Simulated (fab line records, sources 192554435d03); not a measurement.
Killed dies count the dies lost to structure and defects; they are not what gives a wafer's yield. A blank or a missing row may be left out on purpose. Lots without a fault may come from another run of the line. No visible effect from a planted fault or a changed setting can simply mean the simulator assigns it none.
Split-lot trial / flow n5Finfet / on a route of 1938 steps: 7 lots, 21 wafers read

== ABOUT THE SPLIT ==
At N5_BEOL_M14_PEB_26 (peb time 90 s), the setting pebTempC was moved away from the recipe's 130 C on 10 of the 21 wafers read, by +1.5% to +2.8%. All remaining wafers had this setting at the recipe value.

== FROM THE SPLIT TO THE READING: what the file shows between them, 2 steps ==
- N5_BEOL_M14_DEVELOP_27: develop time 45 s
- N5_BEOL_M14_HARDBAKE_32: time 120 s

== THE READING ==
Shown in nm: cdNm at N5_BEOL_M14_CD_MEAS_28, with target cd 284.4 nm. On this fab line, fault-free wafers typically give 284.0 nm with a standard deviation of 1.8 nm.

wafer=L075.1; tool, chamber at the split=lithoTrack-05, 0; pebTempC as run, C=133.6; against the recipe=+2.8%; cdNm, nm=301.0; against lot-mates on the recipe=+12.0
wafer=L075.3; tool, chamber at the split=lithoTrack-05, 0; pebTempC as run, C=133.6; against the recipe=+2.8%; cdNm, nm=299.8; against lot-mates on the recipe=+10.8
wafer=L075.6; tool, chamber at the split=lithoTrack-05, 0; pebTempC as run, C=130; against the recipe=recipe; cdNm, nm=289.0; against lot-mates on the recipe=-
wafer=L080.2; tool, chamber at the split=lithoTrack-04, 0; pebTempC as run, C=130; against the recipe=recipe; cdNm, nm=282.1; against lot-mates on the recipe=-
wafer=L080.4; tool, chamber at the split=lithoTrack-04, 0; pebTempC as run, C=130; against the recipe=recipe; cdNm, nm=284.3; against lot-mates on the recipe=-
wafer=L080.6; tool, chamber at the split=lithoTrack-04, 0; pebTempC as run, C=130; against the recipe=recipe; cdNm, nm=286.2; against lot-mates on the recipe=-
wafer=L082.2; tool, chamber at the split=lithoTrack-04, 0; pebTempC as run, C=132; against the recipe=+1.5%; cdNm, nm=293.2; against lot-mates on the recipe=+8.1
wafer=L082.4; tool, chamber at the split=lithoTrack-04, 0; pebTempC as run, C=132; against the recipe=+1.5%; cdNm, nm=292.5; against lot-mates on the recipe=+7.4
wafer=L082.6; tool, chamber at the split=lithoTrack-04, 0; pebTempC as run, C=130; against the recipe=recipe; cdNm, nm=285.1; against lot-mates on the recipe=-
wafer=L091.3; tool, chamber at the split=lithoTrack-04, 0; pebTempC as run, C=130; against the recipe=recipe; cdNm, nm=282.2; against lot-mates on the recipe=-
wafer=L091.4; tool, chamber at the split=lithoTrack-04, 0; pebTempC as run, C=132.8; against the recipe=+2.2%; cdNm, nm=294.5; against lot-mates on the recipe=+12.6
wafer=L091.5; tool, chamber at the split=lithoTrack-04, 0; pebTempC as run, C=130; against the recipe=recipe; cdNm, nm=281.7; against lot-mates on the recipe=-
wafer=L094.2; tool, chamber at the split=lithoTrack-05, 0; pebTempC as run, C=132; against the recipe=+1.5%; cdNm, nm=292.1; against lot-mates on the recipe=no lot-mate on the recipe
wafer=L094.3; tool, chamber at the split=lithoTrack-05, 0; pebTempC as run, C=132; against the recipe=+1.5%; cdNm, nm=295.7; against lot-mates on the recipe=no lot-mate on the recipe
wafer=L094.4; tool, chamber at the split=lithoTrack-05, 0; pebTempC as run, C=132; against the recipe=+1.5%; cdNm, nm=292.8; against lot-mates on the recipe=no lot-mate on the recipe
wafer=L097.1; tool, chamber at the split=lithoTrack-04, 0; pebTempC as run, C=133.6; against the recipe=+2.8%; cdNm, nm=295.9; against lot-mates on the recipe=+14.5
wafer=L097.3; tool, chamber at the split=lithoTrack-04, 0; pebTempC as run, C=130; against the recipe=recipe; cdNm, nm=281.4; against lot-mates on the recipe=-
wafer=L097.6; tool, chamber at the split=lithoTrack-04, 0; pebTempC as run, C=133.6; against the recipe=+2.8%; cdNm, nm=296.4; against lot-mates on the recipe=+15.0
wafer=L096.1; tool, chamber at the split=lithoTrack-04, 0; pebTempC as run, C=130; against the recipe=recipe; cdNm, nm=282.3; against lot-mates on the recipe=-
wafer=L096.2; tool, chamber at the split=lithoTrack-04, 0; pebTempC as run, C=130; against the recipe=recipe; cdNm, nm=284.6; against lot-mates on the recipe=-
wafer=L096.3; tool, chamber at the split=lithoTrack-04, 0; pebTempC as run, C=130; against the recipe=recipe; cdNm, nm=285.0; against lot-mates on the recipe=-

THE FIT
A straight line over all 21 wafers: cdNm changes by +5.27 nm for each +1% of pebTempC; r = +0.94; the points scatter about the line by 2.2 nm.
The same after taking each lot's own level away (the mean of its wafers on the recipe; 18 wafers): +4.86 nm for each +1%; r = +0.98; scatter 1.4 nm.
On that fit, the largest move of pebTempC shifts the reading by 13 nm.
Across the lots, their own levels run from 281.40 to 289.00 nm, a range of 4.2 times the standard deviation given above.
So the lot-to-lot level changes the slope little: the two slopes agree.
Check: for one of the wafers moved furthest among these (+2.8%), held out of the fit, the line's prediction against its lot-mates is +13.9 nm. Against them it came out at +12 nm.

== OTHER SPLITS ON THESE WAFERS ==
Note: prior to the reading, these wafers also went through further splits. Each is held against what the fit with the lots' levels taken away leaves over:
other split on the same wafers=N5_BEOL_M8_DESCUM_16 timeS; wafers away from the commonest value=9; r with cdNm (lot level and that fit taken away)=+0.45
other split on the same wafers=N5_BEOL_M8_COAT_63 spinRpm; wafers away from the commonest value=6; r with cdNm (lot level and that fit taken away)=-0.05
other split on the same wafers=N5_BEOL_M9_CMP_52 downForcePsi; wafers away from the commonest value=7; r with cdNm (lot level and that fit taken away)=+0.01
other split on the same wafers=N5_BEOL_M10_COAT_64 spinRpm; wafers away from the commonest value=8; r with cdNm (lot level and that fit taken away)=+0.41
other split on the same wafers=N5_BEOL_M10_DEVELOP_27 developTimeS; wafers away from the commonest value=6; r with cdNm (lot level and that fit taken away)=+0.25
other split on the same wafers=N5_BEOL_M11_DESCUM_16 timeS; wafers away from the commonest value=7; r with cdNm (lot level and that fit taken away)=-0.04
other split on the same wafers=N5_BEOL_M13_COAT_65 spinRpm; wafers away from the commonest value=5; r with cdNm (lot level and that fit taken away)=-0.09

== THE WHOLE CHAIN: every reading that the file lists as answering this split, in the file's order ==
step=N5_BEOL_M14_CD_MEAS_28; what it does=target cd 284.4 nm; reading=cdNm; change (the file's fit)=+4.98 nm for each +1% of the setting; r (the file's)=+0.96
step=N5_BEOL_M14_DESCUM_33; what it does=chemistry O2, time 7.9 s; reading=BEOL_M14.cdNm (the simulator's own value, which no gauge read); change (the file's fit)=+5.01 nm for each +1% of the setting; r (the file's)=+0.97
step=N5_BEOL_M14_ETCH_68; what it does=etches SOC in N2/H2, time 450 s; reading=BEOL_M14.cdNm (the simulator's own value, which no gauge read); change (the file's fit)=+5.28 nm for each +1% of the setting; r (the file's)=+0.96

== FILE'S OWN FIT ==
cdNm changes by +4.98 nm for each +1% of pebTempC, r = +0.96.
